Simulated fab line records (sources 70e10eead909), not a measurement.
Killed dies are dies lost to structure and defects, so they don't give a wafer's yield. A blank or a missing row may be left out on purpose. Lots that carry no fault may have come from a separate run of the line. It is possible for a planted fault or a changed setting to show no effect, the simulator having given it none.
fab line records	flow nand-harc
[record] lots = 6	wafers = 18	last-day = 32
route steps=1302 shown A_SLIT@945 A_SIN_REMOVE@947 A_WL_FILL@952 END@1302
lots with no fault: from the same line, run without faults
start-h: hours from the record's opening day to when the first of the lot's shown wafers began	wait-h: hours elapsed since this lot's preceding step	" repeats the value in the row above	L1.1+2: several wafers, shown together as one row	- no value, or no start given	* or withheld: withheld	< > ~ a bound
route shown NAME@n: NAME is a module with steps in the file, n the number in the route of the first one	usual: average and standard deviation across the fault-free wafers	same: alike in all rows	chamber/n: place in a boat	sites: per-site readings	_std_site: standard deviation across them	_edge_site: outer sites' mean less inner sites'	radius-mm: how far each site lies from the wafer's centre	mask NAME#n: copy n	behind: the last tool/chamber to shape the wafer	hold: what put the lot on hold/how long, in hours/how the hold closed	device: whichever transistor did not switch (one of n, p or np)	end of line: the tests these same wafers got at the end of their route	a step without rows: its recipe alone	killed: at the first sort, the dies lost to defects and structure; wafer yield is something else	map: a wafer's dies, x killed, . not, _ none there
set.NAME: the run value of the setting; set.NAME@STEP: its run value at that earlier step	model.NAME: the simulator's own value behind a step, which no gauge read
lots at some steps of the route; a table a step, a row a wafer
services: when a tool's chamber went out of use (start-h, in hours from the record's first day, below 0 if earlier), for how many hours, and the reason
[[steps]]
[step NHARC_A_SLIT_SRD_20]
[step NHARC_A_SLIT_CD_MEAS_21]
[usual] cd-nm = 289.7/0.95
lot.wafer	tool	chamber	start-h	wait-h	cd-nm
L576.2	cd-sem-02	-	467.08	-	288.4
L576.4	"	-	"	"	289.6
L576.6	"	-	"	"	289.4
L580.1	cd-sem-03	-	487.19	-	289.4
L580.2	"	-	"	"	288.8
L580.5	"	-	"	"	289.0
L590.1	cd-sem-03	-	603.60	-	290.5
L590.2	"	-	"	"	290.8
L590.5	"	-	"	"	290.2
L593.2	cd-sem-03	-	626.25	-	289.9
L593.3	"	-	"	"	290.1
L593.5	"	-	"	"	290.5
L595.1	cd-sem-01	-	636.68	-	288.6
L595.5	"	-	"	"	287.9
L595.6	"	-	"	"	289.4
L597.1	cd-sem-03	-	670.98	-	290.4
L597.3	"	-	"	"	290.1
L597.6	"	-	"	"	290.3
[step NHARC_A_SIN_REMOVE_WET_00]
[recipe] temp-c = 160	time-s = 15300	chemistry = H3PO4
[step NHARC_A_SIN_REMOVE_PRECLEAN_01]
[recipe] time-s = *	temp-c = 50	bath-age-min = 0	chemistry = SC1
[step NHARC_A_SIN_REMOVE_SRD_02]
[step NHARC_A_SIN_REMOVE_INSPECT_04]
[usual] raw-defect-count = 372/76
lot.wafer	tool	chamber	start-h	wait-h	raw-defect-count
L576.2	defect-inspect-01	-	473.76	0.1	400
L576.4	"	-	"	"	317
L576.6	"	-	"	"	282
L580.1	defect-inspect-02	-	493.77	0.0	532
L580.2	"	-	"	"	429
L580.5	"	-	"	"	346
L590.1	defect-inspect-01	-	610.25	0.0	560
L590.2	"	-	"	"	376
L590.5	"	-	"	"	429
L593.2	defect-inspect-02	-	632.85	0.0	461
L593.3	"	-	"	"	473
L593.5	"	-	"	"	395
L595.1	defect-inspect-02	-	641.84	0.0	384
L595.5	"	-	"	"	437
L595.6	"	-	"	"	437
L597.1	defect-inspect-02	-	677.59	0.0	376
L597.3	"	-	"	"	308
L597.6	"	-	"	"	351
[step NHARC_A_WL_FILL_ALD_00]
[recipe] target-thk-a = 30	pulse-time-s = 3	ald-cycles = 30	temp-c = 300	material = Al2O3
[usual] heater-power-w = 452/49	precursor-pulse-height-rel = 0.999/0.02
lot.wafer	tool	chamber	start-h	wait-h	heater-power-w	precursor-pulse-height-rel
L576.2	ald-hk-03	0	473.82	0.1	516	1.008
L576.4	"	3	"	"	443	1.029
L576.6	"	1	"	"	388	1.030
L580.1	ald-hk-04	2	493.86	0.1	420	0.973
L580.2	"	3	"	"	436	1.043
L580.5	"	2	"	"	416	0.985
L590.1	ald-hk-03	3	610.44	0.2	461	0.981
L590.2	"	0	"	"	506	0.980
L590.5	"	2	"	"	525	0.998
L593.2	ald-hk-03	1	632.91	0.1	374	1.011
L593.3	"	0	"	"	514	1.013
L593.5	"	1	"	"	376	0.960
L595.1	ald-hk-02	2	642.64	0.8	483	0.985
L595.6	"	3	"	"	360	0.979
L595.5	"	0	"	"	453	0.973
L597.1	ald-hk-04	2	677.69	0.1	413	0.985
L597.3	"	0	"	"	462	0.986
L597.6	"	1	"	"	490	0.990
[step NHARC_A_WL_FILL_RTA_01]
[recipe] temp-c = 1000	time-s = 5
[usual] lamp-power-pct = 27.5/0.57	wafer_temp_C_max = 1004.6/0.78
[same] time-s = 5
lot.wafer	tool	chamber	start-h	wait-h	lamp-power-pct	wafer_temp_C_max
L576.2	rtp-anneal-01	0	474.11	-	28.2	1004.9
L576.4	"	0	"	"	28.2	1004.9
L576.6	"	0	"	"	28.2	1004.8
L580.1	rtp-anneal-02	0	494.10	-	27.0	1003.7
L580.2	"	0	"	"	27.1	1004.4
L580.5	"	0	"	"	27.0	1003.0
L590.1	rtp-anneal-02	0	610.77	0.3	27.1	1004.2
L590.2	"	0	"	"	27.1	1004.5
L590.5	"	0	"	"	27.1	1005.7
L593.2	rtp-anneal-01	0	633.20	-	28.2	1004.9
L593.3	"	0	"	"	28.2	1005.9
L593.5	"	0	"	"	28.3	1005.5
L595.1	rtp-anneal-01	0	642.82	-	28.2	1005.5
L595.5	"	0	"	"	28.2	1005.8
L595.6	"	0	"	"	28.2	1004.1
L597.1	rtp-anneal-01	0	677.93	-	28.3	1004.9
L597.3	"	0	"	"	28.2	1004.9
L597.6	"	0	"	"	28.2	1004.3
[step NHARC_A_WL_FILL_ALD_02]
[recipe] target-thk-a = 20	pulse-time-s = 3	ald-cycles = 100	temp-c = 450	material = TiN
[usual] heater-power-w = 1058/110	precursor-pulse-height-rel = 0.998/0.019
lot.wafer	tool	chamber	start-h	wait-h	heater-power-w	precursor-pulse-height-rel
L576.4	ald-metal-01	2	474.38	0.2	1015	1.011
L576.2	"	3	"	"	1074	1.015
L576.6	"	0	"	"	1094	0.981
L580.1	ald-metal-02	0	494.32	0.2	1055	1.034
L580.2	"	2	"	"	929	1.003
L580.5	"	0	"	"	1082	1.015
L590.2	ald-metal-04	3	611.06	0.2	1018	0.985
L590.1	"	0	"	"	927	1.013
L590.5	"	2	"	"	1246	0.944
L593.2	ald-metal-01	0	633.39	0.2	1060	0.993
L593.3	"	3	"	"	1062	0.977
L593.5	"	1	"	"	1107	0.999
L595.1	ald-metal-04	1	643.11	0.3	1159	0.977
L595.5	"	3	"	"	1043	1.020
L595.6	"	0	"	"	922	0.975
L597.1	ald-metal-02	2	678.19	0.2	887	0.996
L597.3	"	0	"	"	1125	1.005
L597.6	"	1	"	"	845	0.980
[step NHARC_A_WL_FILL_CVD_03]
[recipe] target-thk-a = 400	temp-c = 300	pressure-torr = 40	wf6-flow-sccm = 40	h2-flow-sccm = 1600	ar-flow-sccm = 1560	time-s = 279	material = W
[usual] chamber-pressure-Torr = 40.00/0.078	heater-power-w = 440/41	throttle-valve-pct = 7.74/0.26
[same] time-s = 279
lot.wafer	tool	chamber	start-h	wait-h	chamber-pressure-Torr	heater-power-w	throttle-valve-pct
L576.2	cvd-w-02	0	474.79	0.1	40.02	492	7.49
L576.4	"	0	"	"	40.06	483	7.56
L576.6	"	1	"	"	40.15	402	7.91
L580.2	cvd-w-02	0	494.76	0.1	39.98	480	7.47
L580.1	"	1	"	"	40.06	404	7.73
L580.5	"	1	"	"	39.99	408	8.23
L590.2	cvd-w-02	1	611.42	0.1	39.92	402	7.80
L590.1	"	0	"	"	39.97	483	7.59
L590.5	"	1	"	"	39.99	392	8.07
L593.2	cvd-w-01	1	635.92	2.1	40.02	420	7.97
L593.3	"	1	"	"	39.91	422	7.93
L593.5	"	1	"	"	39.90	417	8.16
L595.1	cvd-w-01	1	643.92	0.5	39.94	418	7.94
L595.5	"	1	"	"	39.87	418	7.83
L595.6	"	1	"	"	39.80	420	8.24
L597.1	cvd-w-01	0	678.64	0.1	39.97	471	7.54
L597.3	"	1	"	"	39.97	425	7.85
L597.6	"	0	"	"	39.85	492	7.30
[step NHARC_A_WL_FILL_ETCHBACK_04]
[recipe] target-depth-a = 600	time-s = 120	chemistry = NF3
[usual] drypump-motor-current-A = 5.88/0.26	oes-product-au = 1.000/0.009	run-length-s = 141.5/0.37
lot.wafer	tool	chamber	start-h	wait-h	drypump-motor-current-A	oes-product-au	rf-hours-counter-h	run-length-s
L576.2	rie-metal-01	0	475.11	0.3	5.77	1.005	1.1	141.9
L576.4	"	0	"	"	5.76	0.995	-	141.6
L576.6	"	1	"	"	5.81	0.997	-	140.8
L580.2	rie-metal-03	0	495.12	0.3	5.65	1.002	2.9	141.8
L580.1	"	1	"	"	6.13	0.995	2.3	141.6
L580.5	"	0	"	"	5.67	1.013	-	141.5
L590.1	rie-metal-01	1	611.79	0.3	5.81	0.996	0.1	140.8
L590.2	"	0	"	"	5.81	1.001	0.1	133.2
L590.5	"	1	"	"	5.81	0.994	-	140.7
L593.2	rie-metal-01	1	636.53	0.5	5.78	0.989	0.6	133.0
L593.3	"	1	"	"	5.79	0.993	-	132.6
L593.5	"	0	"	"	5.81	1.002	-	141.5
L595.1	rie-metal-03	0	644.61	0.6	5.64	1.005	2.1	141.4
L595.5	"	0	"	"	5.64	0.996	-	141.6
L595.6	"	1	"	"	6.11	0.995	-	141.5
L597.1	rie-metal-03	1	678.99	0.3	6.06	0.999	2.8	141.9
L597.3	"	1	"	"	6.11	1.000	-	141.8
L597.6	"	0	"	"	5.63	1.013	-	142.1
[step NHARC_A_WL_FILL_ETCHBACK_05]
[recipe] target-depth-a = 220	time-s = 60	temp-c = 40	chemistry = Cl2/BCl3
[usual] drypump-motor-current-A = 5.88/0.26	oes-product-au = 1.000/0.0092	run-length-s = 81.5/0.39
[same] time-s = 60
lot.wafer	tool	chamber	start-h	wait-h	drypump-motor-current-A	oes-product-au	rf-hours-counter-h	run-length-s
L576.2	rie-metal-01	0	475.36	0.2	5.78	1.008	1.2	81.4
L576.4	"	1	"	"	5.79	1.006	-	80.9
L576.6	"	0	"	"	5.78	1.003	-	82.1
L580.1	rie-metal-03	0	495.37	0.2	5.66	1.003	3.0	81.5
L580.2	"	1	"	"	6.09	0.988	2.4	81.8
L580.5	"	1	"	"	6.12	0.999	-	81.7
L590.1	rie-metal-01	1	612.03	0.2	5.80	0.988	0.3	80.7
L590.2	"	0	"	"	5.79	1.002	0.3	81.9
L590.5	"	1	"	"	5.81	0.991	-	80.9
L593.2	rie-metal-01	0	636.74	0.2	5.82	1.004	0.8	81.7
L593.3	"	1	"	"	5.82	0.988	-	80.9
L593.5	"	0	"	"	5.79	1.010	-	82.0
L595.1	rie-metal-03	1	644.85	0.2	6.12	0.996	2.3	81.5
L595.6	"	1	"	"	6.12	0.994	-	81.8
L595.5	"	0	"	"	5.67	1.009	-	81.3
L597.1	rie-metal-03	0	679.20	0.2	5.64	1.011	3.0	81.8
L597.3	"	0	"	"	5.65	1.002	-	81.4
L597.6	"	0	"	"	5.64	1.017	-	82.2
[step NHARC_END_SORT_01]
[recipe] temp-c = 25
[usual] killed-at-array = 56/19	killed-at-other = 1.0/1.3	killed-at-periphery = 3.8/2.2	killed-dies = 61/19	killed-open = 3.1/1.9	killed-short = 2.3/1.5
[same] gross-dies = 677
lot.wafer	tool	chamber	start-h	wait-h	killed-at-array	killed-at-other	killed-at-periphery	killed-dies	killed-open	killed-short
L580.1	prober-02	0	593.36	2.5	73	2	2	77	5	1
L580.2	prober-02	0	594.15	2.8	71	1	5	77	7	1
L580.5	prober-02	0	596.53	3.7	73	0	5	78	2	2
L590.1	prober-01	0	704.31	2.5	49	1	2	52	1	1
L590.2	prober-01	0	705.11	2.8	51	0	1	52	2	1
L590.5	prober-01	0	707.52	3.7	51	3	2	56	2	3
L593.2	prober-01	0	741.20	2.8	50	0	2	52	0	3
L593.3	prober-01	0	742.00	3.1	67	0	4	71	1	3
L593.5	prober-01	0	743.61	3.7	49	0	3	52	2	1
L595.1	prober-01	0	748.22	2.5	90	0	2	92	5	2
L595.5	prober-01	0	751.46	3.7	104	0	3	107	1	3
L595.6	prober-01	0	752.27	4.0	87	1	5	93	3	0
// killed by level:class
L580.1 A_CHANNEL_HOLE_D1:chamber-film-flake=32 A_SLIT:chamber-film-flake=25 A_CHANNEL_HOLE_D2:chamber-film-flake=5 A_CONTACT:chamber-film-flake=3 A_BONDPAD:chamber-film-flake=2 P_M0:geometric-particle:open=1 A_ONON_D2:geometric-particle:open=1 A_CHANNEL_FILL_D2:geometric-particle:open=1
L580.2 A_CHANNEL_HOLE_D1:chamber-film-flake=31 A_SLIT:chamber-film-flake=21 A_CHANNEL_HOLE_D2:chamber-film-flake=11 P_GATE:geometric-particle:open=2 P_STI:chamber-film-flake=2 P_CONTACT:geometric-particle:open=1 A_SOURCE_PLATE:geometric-particle:open=1 A_ONON_D1:geometric-particle:open=1
L580.5 A_CHANNEL_HOLE_D1:chamber-film-flake=26 A_SLIT:chamber-film-flake=25 A_CHANNEL_HOLE_D2:chamber-film-flake=14 A_CONTACT:chamber-film-flake=3 P_STI:chamber-film-flake=2 A_STAIRCASE:chamber-film-flake=2 P_CONTACT:geometric-particle:open=1 A_ONON_D2:geometric-particle:short=1
L590.1 A_CHANNEL_HOLE_D1:chamber-film-flake=31 A_CONTACT:chamber-film-flake=6 A_STAIRCASE:chamber-film-flake=3 P_GATE:chamber-film-flake=2 A_SLIT:chamber-film-flake=2 A_WL_FILL:chamber-film-flake=2 A_BONDPAD:chamber-film-flake=2 A_ONON_D1:geometric-particle:short=1
L590.2 A_CHANNEL_HOLE_D1:chamber-film-flake=31 A_SLIT:chamber-film-flake=7 A_CONTACT:chamber-film-flake=4 A_STAIRCASE:chamber-film-flake=3 A_BONDPAD:chamber-film-flake=2 A_SOURCE_PLATE:geometric-particle:short=1 A_DECK1_JOINT:geometric-particle:open=1 A_WL_FILL:geometric-particle:open=1
L590.5 A_CHANNEL_HOLE_D1:chamber-film-flake=29 A_CONTACT:chamber-film-flake=9 THIN_TSV:chamber-film-flake=3 A_DECK1_JOINT:geometric-particle:open=2 A_STAIRCASE:chamber-film-flake=2 A_SLIT:chamber-film-flake=2 A_BONDPAD:chamber-film-flake=2 P_CONTACT:geometric-particle:short=1
L593.2 A_CHANNEL_HOLE_D2:chamber-film-flake=24 A_CHANNEL_HOLE_D1:chamber-film-flake=7 A_STAIRCASE:chamber-film-flake=7 A_CONTACT:chamber-film-flake=4 P_ZERO_WELL:chamber-film-flake=2 A_SLIT:chamber-film-flake=2 A_CHANNEL_FILL_D1:geometric-particle:short=1 A_WL_FILL:geometric-particle:short=1
L593.3 A_CHANNEL_HOLE_D2:chamber-film-flake=26 A_STAIRCASE:chamber-film-flake=12 A_CONTACT:chamber-film-flake=8 A_CHANNEL_HOLE_D1:chamber-film-flake=7 A_SLIT:chamber-film-flake=7 P_ZERO_WELL:chamber-film-flake=4 A_DECK1_JOINT:chamber-film-flake=2 A_CHANNEL_HOLE_D1:geometric-particle:short=1
L593.5 A_CHANNEL_HOLE_D2:chamber-film-flake=21 A_SLIT:chamber-film-flake=8 A_STAIRCASE:chamber-film-flake=7 P_ZERO_WELL:chamber-film-flake=3 A_CHANNEL_HOLE_D1:chamber-film-flake=3 A_SGD_CUT:chamber-film-flake=2 A_CONTACT:chamber-film-flake=2 A_DECK1_JOINT:geometric-particle:open=1
L595.1 A_CHANNEL_HOLE_D1:chamber-film-flake=31 A_SLIT:chamber-film-flake=23 A_CHANNEL_HOLE_D2:chamber-film-flake=16 A_CONTACT:chamber-film-flake=8 A_SGD_CUT:chamber-film-flake=3 A_STAIRCASE:chamber-film-flake=2 P_CONTACT:geometric-particle:open=1 A_CHANNEL_FILL_D1:geometric-particle:open=1
L595.5 A_SLIT:chamber-film-flake=32 A_CHANNEL_HOLE_D1:chamber-film-flake=30 A_CHANNEL_HOLE_D2:chamber-film-flake=28 A_CONTACT:chamber-film-flake=4 A_STAIRCASE:chamber-film-flake=2 A_SGD_CUT:chamber-film-flake=2 A_BLC:chamber-film-flake=2 P_M2:geometric-particle:short=1
L595.6 A_CHANNEL_HOLE_D1:chamber-film-flake=30 A_SLIT:chamber-film-flake=30 A_CHANNEL_HOLE_D2:chamber-film-flake=19 P_ZERO_WELL:chamber-film-flake=3 A_CONTACT:chamber-film-flake=3 A_STAIRCASE:chamber-film-flake=2 P_M0:geometric-particle:open=1 A_DECK1_JOINT:geometric-particle:open=1
[[services]]
tool	chamber	start-h	hours	kind
cvd-w-02	-	450.00	13.0	pm
ald-metal-01	-	464.13	0.9	repair
ald-metal-02	3	469.77	3.7	repair
ald-metal-04	1	470.09	6.0	repair
ald-metal-04	-	474.00	10.0	pm
rie-metal-03	-	519.00	9.0	pm
ald-metal-02	2	519.94	4.1	repair
ald-metal-01	-	526.00	10.0	pm
rie-metal-01	-	528.47	0.2	repair
cvd-w-01	1	535.56	2.7	repair
cvd-w-02	0	536.92	12.9	repair
cvd-w-01	-	547.08	13.0	pm
ald-metal-01	0	567.48	24.5	repair
ald-hk-03	-	568.80	10.0	pm
ald-metal-01	-	572.17	26.6	repair
ald-metal-04	0	574.69	8.1	repair
rie-metal-01	-	575.00	9.0	pm
ald-metal-02	-	610.00	10.0	pm
cvd-w-02	-	631.00	13.0	pm
cvd-w-01	0	633.03	17.1	repair
rie-metal-03	-	648.30	0.3	repair
cvd-w-01	1	651.74	13.6	repair
rie-metal-01	1	654.86	1.7	repair
cvd-w-01	-	679.20	1.2	repair
[[key]]
[first-sign] step = NHARC_A_WL_FILL_ETCHBACK_04	reading = run-length-s	direction = down	sigmas = 23	usual = *	struck = *
effect none on later readings
met-at NHARC_A_WL_FILL_ETCHBACK_04
struck-wafers L590.2,L593.2,L593.3
tester-left-out L590,L593
onset-between 475.11 611.79
[fault] kind = process-parameter-drift	tool = rie-metal-01	chamber = -	onset-h = 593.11	steps = NHARC_A_WL_FILL_ETCHBACK_04	channel = time-s	offset = *	shape = step	end-h = 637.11	scope = struck-wafers-only	acts-in = *	stated = *
// tester-left-out: of these lots the tester's yield and bins aren't shown, on N5 and GAA mostly nor the transistor test; their killed dies are dies lost to structure and defects alone, not to doping, threshold or leakage, so they don't give the yield
